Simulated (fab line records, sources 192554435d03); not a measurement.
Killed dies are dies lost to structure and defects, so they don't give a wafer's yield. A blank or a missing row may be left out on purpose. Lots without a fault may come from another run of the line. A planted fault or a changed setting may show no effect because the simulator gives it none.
Split-lot experiment | flow n5_finfet | 7 lots, 39 wafers read, on a route of 1938 steps

THE SPLIT
At N5_DUMMY_GATE_ETCH_44 (etches poly-Si in HBr/O2, stops on SiO2, target depth 127.5 nm), the setting target_depth_a was moved away from the recipe's 1275 angstrom on 15 of the 39 wafers read, by -11.8% to +9.3%. The other wafers ran this setting at the recipe's value.

The reading is taken at the split's own step.

THE READING
oes_product_au, in a.u., at N5_DUMMY_GATE_ETCH_44 (etches poly-Si in HBr/O2, stops on SiO2, target depth 127.5 nm). Fault-free wafers of this fab line usually give 0.729 a.u., standard deviation 0.01 a.u..

wafer  | tool, chamber at the split | target_depth_a as run, angstrom | against the recipe | oes_product_au, a.u. | against lot-mates on the recipe
L078.1 | rie_si-03, 2               | 1275                            | recipe             | 0.729                | -
L078.2 | rie_si-03, 3               | 1124                            | -11.8%             | 0.781                | +0.047
L078.3 | rie_si-03, 1               | 1124                            | -11.8%             | 0.782                | +0.048
L078.4 | rie_si-03, 0               | 1124                            | -11.8%             | 0.782                | +0.048
L078.5 | rie_si-03, 2               | 1275                            | recipe             | 0.742                | -
L078.6 | rie_si-03, 1               | 1275                            | recipe             | 0.731                | -
L080.1 | rie_si-03, 1               | 1275                            | recipe             | 0.727                | -
L080.2 | rie_si-03, 0               | 1275                            | recipe             | 0.731                | -
L080.4 | rie_si-03, 2               | 1275                            | recipe             | 0.736                | -
L082.1 | rie_si-01, 1               | 1275                            | recipe             | 0.733                | -
L082.2 | rie_si-01, 2               | 1275                            | recipe             | 0.718                | -
L082.3 | rie_si-01, 3               | 1275                            | recipe             | 0.734                | -
L082.4 | rie_si-01, 0               | 1275                            | recipe             | 0.714                | -
L082.5 | rie_si-01, 2               | 1275                            | recipe             | 0.731                | -
L082.6 | rie_si-01, 3               | 1275                            | recipe             | 0.735                | -
L086.1 | rie_si-05, 0               | 1275                            | recipe             | 0.726                | -
L086.2 | rie_si-05, 1               | 1275                            | recipe             | 0.740                | -
L086.3 | rie_si-05, 2               | 1203                            | -5.6%              | 0.746                | +0.017
L086.4 | rie_si-05, 3               | 1203                            | -5.6%              | 0.762                | +0.033
L086.5 | rie_si-05, 1               | 1203                            | -5.6%              | 0.759                | +0.030
L086.6 | rie_si-05, 0               | 1275                            | recipe             | 0.722                | -
L092.1 | rie_si-01, 0               | 1323                            | +3.8%              | 0.722                | -0.016
L092.2 | rie_si-01, 2               | 1275                            | recipe             | 0.722                | -
L092.3 | rie_si-01, 3               | 1275                            | recipe             | 0.741                | -
L092.4 | rie_si-01, 1               | 1275                            | recipe             | 0.752                | -
L092.5 | rie_si-01, 0               | 1323                            | +3.8%              | 0.708                | -0.030
L092.6 | rie_si-01, 1               | 1323                            | +3.8%              | 0.721                | -0.017
L093.1 | rie_si-03, 2               | 1393                            | +9.3%              | 0.711                | -0.026
L093.2 | rie_si-03, 0               | 1275                            | recipe             | 0.736                | -
L093.3 | rie_si-03, 3               | 1393                            | +9.3%              | 0.705                | -0.032
L093.4 | rie_si-03, 1               | 1393                            | +9.3%              | 0.701                | -0.036
L093.5 | rie_si-03, 1               | 1275                            | recipe             | 0.723                | -
L093.6 | rie_si-03, 2               | 1275                            | recipe             | 0.752                | -
L097.1 | rie_si-03, 0               | 1212                            | -4.9%              | 0.747                | +0.013
L097.2 | rie_si-03, 2               | 1275                            | recipe             | 0.741                | -
L097.3 | rie_si-03, 3               | 1275                            | recipe             | 0.736                | -
L097.4 | rie_si-03, 1               | 1275                            | recipe             | 0.726                | -
L097.5 | rie_si-03, 1               | 1212                            | -4.9%              | 0.755                | +0.021
L097.6 | rie_si-03, 2               | 1212                            | -4.9%              | 0.757                | +0.023

THE FIT
A straight line over all 39 wafers: oes_product_au changes by -0.00375 a.u. for each +1% of target_depth_a; r = -0.90; the points scatter about the line by 0.0085 a.u..
The same after taking each lot's own level away (the mean of its wafers on the recipe; 39 wafers): -0.00396 a.u. for each +1%; r = -0.92; scatter 0.008 a.u..
On that fit, the largest move of target_depth_a shifts the reading by 0.047 a.u..
The lots' own levels span 0.7275 to 0.7383 a.u., that is 1.1 times the standard deviation above.
So the lot-to-lot level changes the slope little: the two slopes agree.
Check: with one of the wafers moved furthest among these (-11.8%) left out of the fit, the line predicts +0.0471 a.u. for it against its lot-mates. It came out at +0.047 a.u. against them.
Tool readings at the split's step, against how far the setting was moved: oes_product_au r = -0.90.

OTHER SPLITS ON THESE WAFERS
These wafers also went through other splits before the reading. Each is held against what the fit with the lots' levels taken away leaves over:
other split on the same wafers    | wafers away from the commonest value | r with oes_product_au (lot level and that fit taken away)
N5_WELL_APT_IMPLANT_31 energy_kev | 12                                   | +0.00
N5_DUMMY_GATE_ETCH_32 time_s      | 12                                   | -0.01

THE FILE'S OWN FIT
oes_product_au changes by -0.00395 a.u. for each +1% of target_depth_a, r = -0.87.
